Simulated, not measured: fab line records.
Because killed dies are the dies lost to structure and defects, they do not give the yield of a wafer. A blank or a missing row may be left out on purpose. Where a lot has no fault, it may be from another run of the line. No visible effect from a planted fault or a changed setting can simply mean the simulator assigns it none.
The tool behind it: which one? ; flow n5Finfet ; 24 lots with 72 wafers sampled at 3 steps, on a route of 1938 steps

WHAT THE GAUGES READ, wafer by wafer
N5_BEOL_M5_THK_MEAS_53: measures by xrf.
lot;measured;on;M5_THK (nm)
L074;day 8 15:43;filmMetro-02;64.5 62.2 67.6
L075;day 8 19:40;filmMetro-01;60.7 63.3 61.9
L076;day 8 21:24;filmMetro-02;62.1 63.8 63.2
L077;day 9 09:51;filmMetro-02;60.3 63.5 62.1
L078;day 9 14:04;filmMetro-01;57.0 65.4 61.9
L080;day 9 20:40;filmMetro-02;60.0 58.3 58.9
L079;day 9 22:29;filmMetro-02;68.5 66.1 63.3
L081;day 10 06:35;filmMetro-01;55.2 60.8 56.9
L083;day 10 17:46;filmMetro-02;65.3 62.9 64.8
L082;day 10 18:25;filmMetro-02;62.5 60.5 59.8
L084;day 10 22:32;filmMetro-01;59.2 59.7 57.3
L085;day 11 06:24;filmMetro-01;59.7 61.0 60.3
L086;day 11 19:23;filmMetro-02;64.8 63.6 57.1
L087;day 12 05:43;filmMetro-02;59.1 61.5 61.3
L089;day 13 00:10;filmMetro-01;62.4 59.3 61.2
L088;day 13 06:47;filmMetro-01;60.5 62.3 59.2
L090;day 13 10:05;filmMetro-02;59.5 58.8 60.6
L091;day 13 11:12;filmMetro-01;60.7 59.3 61.3
L093;day 13 17:16;filmMetro-02;56.7 59.7 60.6
L092;day 13 18:59;filmMetro-01;56.5 58.3 59.3
L094;day 14 01:53;filmMetro-02;58.2 62.7 61.0
L095;day 14 09:18;filmMetro-01;61.2 61.1 58.5
L097;day 14 17:09;filmMetro-01;59.4 60.4 58.7
L096;day 14 19:34;filmMetro-02;64.2 60.2 66.6

EACH LOT AND THE TOOL THAT RAN IT (in order: tool; ch and the chambers of the sampled wafers; start)
lot;N5_BEOL_M5_ALD_86;N5_BEOL_M5_ANNEAL_49
L074;aldMetal-03 ch 1,2,3, day 8 06:59;pvdSputter-02, day 8 07:37
L075;aldMetal-03 ch 1,2,3, day 8 13:41;pvdSputter-03, day 8 14:20
L076;aldMetal-02 ch 1,2,3, day 8 14:05;pvdSputter-01, day 8 14:58
L077;aldMetal-02 ch 0,1,3, day 9 04:13;pvdSputter-03, day 9 04:45
L078;aldMetal-03 ch 0,2,3, day 9 08:17;pvdSputter-02, day 9 09:01
L080;aldMetal-03 ch 2,3, day 9 14:40;pvdSputter-01, day 9 15:37
L079;aldMetal-04 ch 1,2,3, day 9 15:20;pvdSputter-03, day 9 16:23
L081;aldMetal-02 ch 0,1,3, day 9 23:28;pvdSputter-03, day 10 01:31
L083;aldMetal-03 ch 1,2, day 10 12:07;pvdSputter-03, day 10 12:41
L082;aldMetal-04 ch 0,1, day 10 12:32;pvdSputter-02, day 10 13:21
L084;aldMetal-03 ch 1,3, day 10 15:41;pvdSputter-03, day 10 17:07
L085;aldMetal-02 ch 2,3, day 11 00:46;pvdSputter-02, day 11 01:20
L086;aldMetal-03 ch 0,1,2, day 11 13:35;pvdSputter-02, day 11 14:19
L087;aldMetal-04 ch 0,2,3, day 11 19:59;pvdSputter-02, day 11 20:31
L089;aldMetal-03 ch 1,2,3, day 12 15:49;pvdSputter-03, day 12 16:28
L088;aldMetal-02 ch 0,1, day 12 21:46;pvdSputter-02, day 12 22:28
L090;aldMetal-03 ch 0,1,3, day 13 02:56;pvdSputter-02, day 13 05:02
L091;aldMetal-03 ch 0,2,3, day 13 04:59;pvdSputter-03, day 13 05:44
L093;aldMetal-04 ch 0,1, day 13 10:31;pvdSputter-01, day 13 11:19
L092;aldMetal-02 ch 0,1,2, day 13 10:46;pvdSputter-03, day 13 13:09
L094;aldMetal-02 ch 0,2, day 13 19:42;pvdSputter-03, day 13 20:18
L095;aldMetal-03 ch 0,1,3, day 14 02:27;pvdSputter-01, day 14 03:19
L097;aldMetal-03 ch 0,2,3, day 14 10:22;pvdSputter-01, day 14 12:05
L096;aldMetal-02 ch 0,1,2, day 14 13:39;pvdSputter-03, day 14 14:31
- N5_BEOL_M5_ALD_86: deposits TaN, pulse time 2 s, purge time 3 s, co reactant purge time 2 s.
- N5_BEOL_M5_ANNEAL_49: time 1800 s.

AS READ BY THE TOOLS THEMSELVES (means over the sampled wafers that have a number; for cases with no such wafer, the mark the record gives instead)
N5_BEOL_M5_ALD_86.
lot;tool;heaterPowerW (W);precursorVesselPressureTorr (Torr)
L074;aldMetal-03;417;26.18
L075;aldMetal-03;407;26.22
L076;aldMetal-02;470;26.29
L077;aldMetal-02;460;26.23
L078;aldMetal-03;404;26.27
L080;aldMetal-03;422;26.24
L079;aldMetal-04;434;26.29
L081;aldMetal-02;469;26.28
L083;aldMetal-03;392;26.17
L082;aldMetal-04;371;26.31
L084;aldMetal-03;431;26.21
L085;aldMetal-02;465;26.28
L086;aldMetal-03;374;26.32
L087;aldMetal-04;423;26.27
L089;aldMetal-03;408;26.33
L088;aldMetal-02;484;26.26
L090;aldMetal-03;391;26.25
L091;aldMetal-03;404;26.25
L093;aldMetal-04;368;26.22
L092;aldMetal-02;478;26.22
L094;aldMetal-02;469;26.22
L095;aldMetal-03;391;26.27
L097;aldMetal-03;406;26.21
L096;aldMetal-02;476;26.29

N5_BEOL_M5_ANNEAL_49.
lot;tool;heaterPowerW (W)
L074;pvdSputter-02;807
L075;pvdSputter-03;909
L076;pvdSputter-01;923
L077;pvdSputter-03;929
L078;pvdSputter-02;864
L080;pvdSputter-01;971
L079;pvdSputter-03;872
L081;pvdSputter-03;852
L083;pvdSputter-03;815
L082;pvdSputter-02;890
L084;pvdSputter-03;899
L085;pvdSputter-02;902
L086;pvdSputter-02;928
L087;pvdSputter-02;892
L089;pvdSputter-03;925
L088;pvdSputter-02;940
L090;pvdSputter-02;864
L091;pvdSputter-03;971
L093;pvdSputter-01;994
L092;pvdSputter-03;862
L094;pvdSputter-03;923
L095;pvdSputter-01;927
L097;pvdSputter-01;990
L096;pvdSputter-03;854

THE ANSWER, worked out from the rows above alone
Rule: usual is defined by the lots themselves. The widest of any qualifying gaps counts: lots, ordered by their means at a reading, are off when they make up no more than a third of the lots, leave a main group of 4 or more, and stand apart from it by 3 or more times the standard deviation of that group's means. The tables above print the reading to a certain number of digits; a main group whose means all agree to those digits is not used. Also off: a lot with no number at a reading for which 4 or more lots have one. The other lots that the step has rows for count as sound. After the gauges, taken in route order, come the tools' own readings; for these a lot's mean is taken, as printed above. The first step at which some lot is off is used, and at that step the reading that is off furthest; a lot without a number counts as furthest.
None of the lots is off at any reading shown; this tells nothing.

WHAT HAD BEEN PUT IN BY THE SIMULATOR
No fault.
